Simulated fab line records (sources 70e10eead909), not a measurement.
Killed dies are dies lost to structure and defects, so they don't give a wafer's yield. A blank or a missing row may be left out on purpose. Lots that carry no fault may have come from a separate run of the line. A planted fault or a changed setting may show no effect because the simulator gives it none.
Struck lot and sound lot, side by side    flow nand harc    14 steps out of a route of 1302
Sound: wafers L152.1, L152.3, L152.4. Struck: wafer L166.2; the same lot's L166.5 was not struck, so it is left out; see the end for the cause.
Order at every step that has rows: each side's tool, ch and its chambers, its first start. Under that, the readings that differ: sound wafers    struck wafers    difference of the means    sigmas: that difference in standard deviations of wafers without a fault.
alike: readings with means less than 2 such deviations apart, plus words and numbers identical on both sides. not compared: withheld readings, readings lacking a value on some wafer, bounds such as >300 that could conceal the same value, and numbers that have no deviation in the record and whose values overlap.
A row with sigmas, a row that says differs or no value, or rows on one side alone: a step with any of these is where the two part. When numbers do not overlap yet have no deviation, they are printed without sigmas and do not part them. Lack of a reading on every wafer of one side parts them only where that side has two or more wafers.

first, 3 steps without rows for these wafers: NHARC_A_STAIRCASE_TRIM_12 (chemistry O2, time 211.2 s); NHARC_A_STAIRCASE_ETCH_13 (etches the open film in C4F8/O2, target depth 100 nm, time 40.5 s); NHARC_A_STAIRCASE_TRIM_14 (chemistry O2, time 211.2 s).
NHARC_A_STAIRCASE_ETCH_15: etches the open film in C4F8/O2, target depth 100 nm, time 40.5 s.
  sound: rie diel-12 ch 0,2,3; struck: rie diel-12 ch 1
reading                 sound              struck  difference  sigmas
bias w (W)              998.5 998.9 999.4  1006.4  +7.5        +2
oes product au (a.u.)   0.955 0.925 0.958  0.915   -0.031      -2
rf hours counter h (h)  34 33 41           18      -18         
  alike: rf vpp V, run length s
then, 4 steps without rows for these wafers: NHARC_A_STAIRCASE_TRIM_16 (chemistry O2, time 211.2 s); NHARC_A_STAIRCASE_ETCH_17 (etches the open film in C4F8/O2, target depth 100 nm, time 40.5 s); NHARC_A_STAIRCASE_TRIM_18 (chemistry O2, time 211.2 s); NHARC_A_STAIRCASE_ETCH_19 (etches the open film in C4F8/O2, target depth 100 nm, time 40.5 s).
NHARC_A_STAIRCASE_TRIM_20: chemistry O2, time 211.2 s.
  sound on rie diel-12 ch 0,2,3, day 15 23:53; struck on rie diel-06 ch 0, day 22 03:59
reading                 sound              struck  difference  sigmas
oes product au (a.u.)   0.981 1.011 1.002  1.021   +0.023      +2
rf hours counter h (h)  33 34 42           8       -28         
  alike: drypump motor current A, rf vpp V, showerhead plenum p Torr, throttle valve pct
NHARC_A_STAIRCASE_ETCH_21: etches the open film in C4F8/O2, target depth 100 nm, time 40.5 s.
  sound: rie diel-12 ch 1,2,3; struck: rie diel-06 ch 3
reading                 sound     struck  difference  sigmas
rf hours counter h (h)  42 34 40  0       -39         
  alike: bias w, oes product au, rf vpp V, run length s
NHARC_A_STAIRCASE_TRIM_22: chemistry O2, time 211.2 s.
  sound: rie diel-12 ch 0,1,3; struck: rie diel-06 ch 3
reading                 sound     struck  difference  sigmas
rf hours counter h (h)  35 40 33  0       -36         
  alike: drypump motor current A, oes product au, rf vpp V, showerhead plenum p Torr, throttle valve pct
NHARC_A_STAIRCASE_ETCH_23: etches the open film in C4F8/O2, target depth 100 nm, time 40.5 s.
  sound on rie diel-12 ch 0,1,3, day 16 00:18; struck on rie diel-06 ch 1, day 22 04:21
reading                 sound           struck  difference  sigmas
rf hours counter h (h)  35 33 40        8       -28         
run length s (s)        61.6 61.9 62.3  36.6    -25.3       -62
  alike: oes product au, rf vpp V
  not compared: bias w
NHARC_A_STAIRCASE_TRIM_24: chemistry O2, time 211.2 s.
  sound: rie diel-12 ch 0,2,3; struck: rie diel-06 ch 2
reading                      sound        struck  difference  sigmas
drypump motor current A (A)  6.2 5.9 5.8  5.0     -1.0        -3
rf hours counter h (h)       42 33 35     8       -29         
  alike: oes product au, rf vpp V, showerhead plenum p Torr, throttle valve pct
-- break in the record here, with 8 days between the starts of the struck wafers on either side (left off in module A_STAIRCASE, picked up again in module END, where the first step shown is number 1302 on the route) --
NHARC_END_SORT_01:
  here the record holds rows for the struck wafers (prober-02 ch 0, day 30 10:07) but none for the sound ones

== WHERE THEY PART ==
Earliest at NHARC_A_STAIRCASE_ETCH_15; latest, in this record, at NHARC_END_SORT_01.

WHY: what the simulator had put in
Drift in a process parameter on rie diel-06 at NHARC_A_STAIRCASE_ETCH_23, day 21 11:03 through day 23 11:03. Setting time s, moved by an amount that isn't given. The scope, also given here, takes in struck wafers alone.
